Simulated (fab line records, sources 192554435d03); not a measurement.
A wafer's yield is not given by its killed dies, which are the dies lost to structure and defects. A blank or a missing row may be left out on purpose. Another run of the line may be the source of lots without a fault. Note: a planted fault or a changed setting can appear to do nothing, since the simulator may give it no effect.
Struck lot and sound lot, side by side | flow n5_finfet | 15 out of 1938 route steps
Sound: these wafers, L756.3, L756.4, L756.6. Struck: wafer L761.5 (left out: L761.1, L761.3 of the same lot, which were not struck); the cause appears at the end.
At each step with rows: each side's tool, then ch and its chambers, then its first start. Under that, the readings that differ: sound wafers | struck wafers | difference of the means | sigmas: that difference in standard deviations of wafers without a fault.
alike: readings whose means differ by less than 2 such deviations, and words and numbers that are the same on both sides. not compared: withheld readings, readings that some wafer has no value for, bounds like >300 that may hide the same value, and numbers for which the record gives no deviation and whose values overlap.
Wherever a step has rows on one side only, a row that says differs or no value, or a row with sigmas, the two part there. Numbers that don't overlap but have no deviation are shown without sigmas and don't part them. A reading that every wafer of one side lacks parts them only if that side has two wafers or more.

first, 7 steps without rows for these wafers: N5_HKMG_FIN_COAT_30 (time 60 s, resist thk 35 nm); N5_HKMG_FIN_COAT_06 (resist thk 90 nm); N5_HKMG_FIN_EBR_08; N5_HKMG_FIN_SOFTBAKE_07 (time 60 s); N5_HKMG_FIN_EXPOSE_09 (exposes mask NWFM); N5_HKMG_FIN_PEB_10 (peb time 60 s); N5_HKMG_FIN_DEVELOP_11 (develop time 30 s).
N5_HKMG_FIN_CD_MEAS_12: target cd 92.8 nm.
  sound on cd_sem-03 ch 0, day 4 21:13; struck on cd_sem-01 ch 0, day 6 07:07
  reading    | sound          | struck | difference | sigmas
  cd_nm (nm) | 93.9 93.4 93.6 | 92.3   | -1.3       | -3
N5_HKMG_FIN_OVL_MEAS_13:
  sound on overlay-01 ch 0, day 4 21:15; struck on overlay-01 ch 0, day 6 07:08
  alike: NWFM_OVL
N5_HKMG_FIN_INSPECT_14: inspects for defects (macro).
  struck on defect_inspect-01, day 6 07:10; sound on defect_inspect-02, day 4 21:17
  alike: raw_defect_count
N5_HKMG_FIN_DESCUM_17: chemistry O2, time 7.9 s.
  sound on rie_diel-05 ch 1,2, day 4 21:42; struck on rie_diel-01 ch 0, day 6 07:12
  alike: drypump_motor_current_A, oes_product_au, rf_vpp_V, showerhead_plenum_p_Torr, throttle_valve_pct
  not compared: rf_hours_counter_h
N5_HKMG_FIN_ETCH_31: etches SiARC in CF4, target depth 45.5 nm, time 75.8 s.
  sound on rie_diel-05 ch 1,2, day 4 21:44; struck on rie_diel-01 ch 0, day 6 07:14
  alike: drypump_motor_current_A, etch_rf_on_time_s, mfc_ar_sccm, oes_product_au, rf_fwd_power_W, rf_vpp_V, showerhead_plenum_p_Torr, throttle_valve_pct
  not compared: rf_hours_counter_h
N5_HKMG_FIN_ETCH_32: etches SOC in N2/H2, target depth 240 nm, time 300 s.
  sound on rie_diel-05 ch 1,2, day 4 21:47; struck on rie_diel-01 ch 0, day 6 07:17
  reading                                     | sound             | struck | difference | sigmas
  rf_fwd_power_W (W)                          | 835.6 838.4 834.9 | 1038.3 | +202.0     | +78
  rf_vpp_V (V)                                | 521.8 524.9 522.0 | 487.2  | -35.7      | -14
  model.HKMG_FIN.feature_depth_nm (nm)        | 247.6 241.6 249.2 | 282.8  | +36.7      |
  model.etch.depth_nm (nm)                    | 247.5 241.6 249.2 | 282.8  | +36.7      |
  model.SiARC_of_HKMG_FIN_COAT_30.thk_nm (nm) | 20.8 21.2 20.6    | 19.8   | -1.1       |
  alike: drypump_motor_current_A, oes_product_au, showerhead_plenum_p_Torr, throttle_valve_pct
  not compared: rf_hours_counter_h
then, 1 step without rows for these wafers: N5_HKMG_FIN_STRIP_33 (strips in N2/H2).
-- the record jumps here: 4 days lie between the struck wafers' starts before and after (it left off in module HKMG_FIN and takes up again in module BEOL_M4, whose first step shown is number 1111 of the route) --
N5_BEOL_M4_RC_MEAS_101:
  sound on prober-02 ch 0, day 8 13:30; struck on prober-02 ch 0, day 10 02:19
  reading        | sound             | struck | difference | sigmas
  DIBL_P (mV/V)  | 36.3 37.7 35.2    | 31.3   | -5.1       | -3
  IOFF_N (nA/um) | 0.165 0.190 0.150 | 0.104  | -0.064     | -2
  ION_N (uA/um)  | 682 680 677       | 652    | -28        | -3
  SS_P (mV/dec)  | 73.0 73.9 72.6    | 71.6   | -1.6       | -3
  VT_N (mV)      | 250 249 251       | 258    | +8         | +2
  alike: DIBL_N, IOFF_P, ION_P, SS_N, VT_P

## WHERE THEY PART
Earliest at N5_HKMG_FIN_CD_MEAS_12; latest, in this record, at N5_BEOL_M4_RC_MEAS_101.

WHY: what had been put in by the simulator
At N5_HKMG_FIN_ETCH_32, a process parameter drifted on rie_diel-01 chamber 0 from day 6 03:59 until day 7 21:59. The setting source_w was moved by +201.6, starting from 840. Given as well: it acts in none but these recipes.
